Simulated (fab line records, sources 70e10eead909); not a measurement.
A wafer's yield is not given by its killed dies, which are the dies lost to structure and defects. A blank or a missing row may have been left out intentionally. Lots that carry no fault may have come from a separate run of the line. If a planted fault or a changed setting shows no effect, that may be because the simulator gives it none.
Chamber matching :: flow nand_harc :: NHARC_P_M0_DEP_32 on pecvd-02 has 3 sister chambers
The step deposits SiCN, target thk 30 nm. 6 wafers are shown with their chamber, then 9 later ones without.

WAFERS WITH THEIR CHAMBER
wafer: L080.4
chamber: 0
heater_power_w (W): 684
heater_power_outer_w (W): 399

wafer: L086.5
chamber: 0
heater_power_w (W): 741
heater_power_outer_w (W): 438

wafer: L087.3
chamber: 2
heater_power_w (W): 485
heater_power_outer_w (W): 310

wafer: L091.1
chamber: 2
heater_power_w (W): 412
heater_power_outer_w (W): 242

wafer: L091.3
chamber: 1
heater_power_w (W): 710
heater_power_outer_w (W): 374

wafer: L091.4
chamber: 1
heater_power_w (W): 702
heater_power_outer_w (W): 383

WAFERS WITH NO CHAMBER GIVEN
wafer: L092.1
heater_power_w (W): 391
heater_power_outer_w (W): 241

wafer: L092.5
heater_power_w (W): 680
heater_power_outer_w (W): 359

wafer: L092.6
heater_power_w (W): 401
heater_power_outer_w (W): 238

wafer: L096.3
heater_power_w (W): 684
heater_power_outer_w (W): 397

wafer: L096.4
heater_power_w (W): 465
heater_power_outer_w (W): 287

wafer: L096.5
heater_power_w (W): 708
heater_power_outer_w (W): 391

wafer: L097.1
heater_power_w (W): 506
heater_power_outer_w (W): 313

wafer: L097.4
heater_power_w (W): 615
heater_power_outer_w (W): 360

wafer: L097.5
heater_power_w (W): 394
heater_power_outer_w (W): 231

WHICH CHAMBER EACH WENT THROUGH
wafer: L092.1
from the rows above: 2
in truth: 2

wafer: L092.5
from the rows above: can't be placed: 1 or 0
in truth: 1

wafer: L092.6
from the rows above: 2
in truth: 2

wafer: L096.3
from the rows above: can't be placed: 1 or 0
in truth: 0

wafer: L096.4
from the rows above: 2
in truth: 2

wafer: L096.5
from the rows above: can't be placed: 1 or 0
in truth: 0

wafer: L097.1
from the rows above: 2
in truth: 2

wafer: L097.4
from the rows above: can't be placed: 1 or 0
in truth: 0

wafer: L097.5
from the rows above: 2
in truth: 2
Correct placement for 5 of the 9. Not placeable from these rows: 4 (in 4, the candidates include the true chamber). Wrongly placed: 0.
How it was worked out, from the rows above alone: a wafer's distance from a chamber is the root of the sum, over the readings, of the square of ((its reading less the chamber's mean) divided by the reading's scatter). The wafer belongs to the nearest chamber; if the next one is less than 2 further off, it can't be placed. Each chamber's mean is taken over the wafers shown for it. The scatter: the root of (the sum of the squares of (reading less its chamber's mean) over the shown wafers, divided by (wafers less chambers)).
